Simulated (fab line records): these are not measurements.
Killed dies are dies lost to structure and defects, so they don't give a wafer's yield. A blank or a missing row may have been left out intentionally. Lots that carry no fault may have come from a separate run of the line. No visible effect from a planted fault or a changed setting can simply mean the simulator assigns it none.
Which tool was responsible? ; flow n5 finfet ; 36 wafers from 12 lots sampled at 3 of the route's 1938 steps

WHAT EACH GAUGE READ, for each wafer
N5_BEOL_M13_CD_MEAS_10 targets a cd of 190 nm.
lot;measured;on;cd nm (nm)
L074;day 11 11:35;cd sem-02;188.3 191.4 187.9
L077;day 12 07:49;cd sem-03;188.7 189.2 188.1
L080;day 12 16:52;cd sem-02;190.6 192.2 190.7
L081;day 13 07:09;cd sem-02;191.3 192.7 192.8
L082;day 13 17:04;cd sem-03;190.1 188.0 187.3
L085;day 14 07:39;cd sem-02;189.2 189.3 191.0
L089;day 14 19:32;cd sem-01;191.6 189.4 189.7
L087;day 15 01:17;cd sem-02;191.3 189.9 190.9
L090;day 15 03:06;cd sem-02;190.0 189.1 190.2
L094;day 16 00:18;cd sem-03;189.2 189.3 189.0
L095;day 16 18:19;cd sem-01;189.7 188.8 189.8
L097;day 17 10:04;cd sem-01;191.3 190.2 191.7

WHICH TOOL RAN EACH LOT (tool, then ch and the chambers of the sampled wafers, then the start)
lot;N5_BEOL_M12_SPUTTER_44;N5_BEOL_M12_SPUTTER_45
L074;pvd sputter-03, day 11 09:19;pvd sputter-03, day 11 09:24
L077;pvd sputter-01, day 12 06:14;pvd sputter-01, day 12 06:19
L080;pvd sputter-02, day 12 15:17;pvd sputter-02, day 12 15:22
L081;pvd sputter-02, day 13 05:34;pvd sputter-02, day 13 05:39
L082;pvd sputter-01, day 13 15:22;pvd sputter-01, day 13 15:26
L085;pvd sputter-02, day 14 06:04;pvd sputter-02, day 14 06:08
L089;pvd sputter-02, day 14 17:53;pvd sputter-02, day 14 17:58
L087;pvd sputter-01, day 14 23:34;pvd sputter-01, day 14 23:38
L090;pvd sputter-03, day 15 01:30;pvd sputter-03, day 15 01:35
L094;pvd sputter-01, day 15 22:35;pvd sputter-01, day 15 22:40
L095;pvd sputter-03, day 16 16:11;pvd sputter-03, day 16 16:16
L097;pvd sputter-02, day 17 08:23;pvd sputter-02, day 17 08:28
- N5_BEOL_M12_SPUTTER_44: material Ta, target thk 10 nm, time 16.13 s.
- N5_BEOL_M12_SPUTTER_45: material Cu, target thk 80 nm, time 13.33 s.

THE ANSWER, worked out from the rows above alone
Rule: the lots themselves supply what counts as usual. The widest of any qualifying gaps counts: lots, ordered by their means at a reading, are off when they make up no more than a third of the lots, leave a main group of 4 or more, and stand apart from it by 3 or more times the standard deviation of that group's means. A main group whose means are all the same, to the digits that the tables above print for the reading, isn't used. A lot without any number at a reading at which 4 lots or more have one is off too. All remaining lots with rows at the step are treated as sound.
No lot is off at any reading shown: from this, nothing can be told.

WHAT THE SIMULATOR HAD PUT IN
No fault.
